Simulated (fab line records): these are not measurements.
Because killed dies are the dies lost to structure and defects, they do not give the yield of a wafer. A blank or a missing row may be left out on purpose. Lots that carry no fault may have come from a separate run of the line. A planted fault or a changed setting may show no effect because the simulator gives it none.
What tool caused it? ; flow n5-finfet ; 12 lots, 36 wafers sampled, at 4 steps of a route of 1938

== WHAT THE GAUGES READ, wafer by wafer ==
N5_BEOL_M6_OVL_MEAS_12.
lot;measured;on;M6_OVL (nm)
L075;day 8 18:29;overlay-01;0.2 -0.9 -0.5
L078;day 9 02:53;overlay-02;-0.3 0.3 0.4
L079;day 9 17:28;overlay-01;-0.3 -0.4 -1.0
L081;day 10 20:05;overlay-02;-0.6 -0.3 -1.4
L082;day 11 02:41;overlay-01;0.7 0.9 0.8
L085;day 11 06:31;overlay-02;-0.6 -1.4 -0.1
L086;day 11 11:37;overlay-01;0.6 0.7 1.0
L088;day 12 12:27;overlay-01;-0.2 0.1 0.4
L091;day 12 20:58;overlay-02;-1.1 -0.4 -0.2
L093;day 13 08:15;overlay-02;-0.1 -0.5 0.4
L094;day 13 22:23;overlay-02;-0.7 0.6 0.6
L096;day 14 22:08;overlay-01;0.7 0.9 -0.9

== EACH LOT AND THE TOOL THAT RAN IT (in order: tool; ch and the chambers of the sampled wafers; start) ==
lot;N5_BEOL_M5_CURE_80;N5_BEOL_M5_DEGAS_44;N5_BEOL_M6_PECVD_70
L075;uv-cure-03 ch 0, day 8 09:23;pvd-sputter-01, day 8 10:01;pecvd-02 ch 0,1,2, day 8 17:26
L078;uv-cure-03 ch 1, day 8 16:34;pvd-sputter-02, day 8 17:14;pecvd-04 ch 1,2, day 9 00:32
L079;uv-cure-03 ch 0, day 9 09:18;pvd-sputter-01, day 9 09:34;pecvd-04 ch 0,1, day 9 16:53
L081;uv-cure-01 ch 2, day 10 10:20;pvd-sputter-01, day 10 11:08;pecvd-04 ch 1,2, day 10 18:24
L082;uv-cure-02 ch 1, day 10 14:31;pvd-sputter-02, day 10 15:08;pecvd-04 ch 1,2, day 10 22:11
L085;uv-cure-01 ch 0, day 10 20:26;pvd-sputter-01, day 10 20:47;pecvd-04 ch 0,1, day 11 03:33
L086;uv-cure-02 ch 2, day 10 21:21;pvd-sputter-01, day 11 02:12;pecvd-03 ch 0,1,2, day 11 09:19
L088;uv-cure-02 ch 0, day 12 03:10;pvd-sputter-01, day 12 03:28;pecvd-03 ch 1,2, day 12 10:22
L091;uv-cure-01 ch 0, day 12 11:18;pvd-sputter-02, day 12 12:04;pecvd-02 ch 1,2, day 12 18:54
L093;uv-cure-01 ch 2, day 12 23:53;pvd-sputter-02, day 13 00:20;pecvd-04 ch 0,1, day 13 07:05
L094;uv-cure-03 ch 1, day 13 13:08;pvd-sputter-01, day 13 13:54;pecvd-04 ch 0,1,2, day 13 21:01
L096;uv-cure-03 ch 1, day 14 06:25;pvd-sputter-01, day 14 06:40;pecvd-02 ch 1,2, day 14 19:13
- N5_BEOL_M5_CURE_80: cures SiCOH lowk, time 120 s.
- N5_BEOL_M5_DEGAS_44: time 60 s.
- N5_BEOL_M6_PECVD_70: deposits SiO2 from TEOS/O2, target thk 20 nm, time 22.7 s.

== THE ANSWER, worked out from the rows above alone ==
Rule: usual is defined by the lots themselves. The widest of any qualifying gaps counts: lots, ordered by their means at a reading, are off when they make up no more than a third of the lots, leave a main group of 4 or more, and stand apart from it by 3 or more times the standard deviation of that group's means. A main group whose means are all the same, to the digits that the tables above print for the reading, isn't used. Also off: a lot with no number at a reading for which 4 or more lots have one. Any other lot the step has rows for is counted as sound.
No lot is off at any reading shown: from this, nothing can be told.

== WHAT HAD BEEN PUT IN BY THE SIMULATOR ==
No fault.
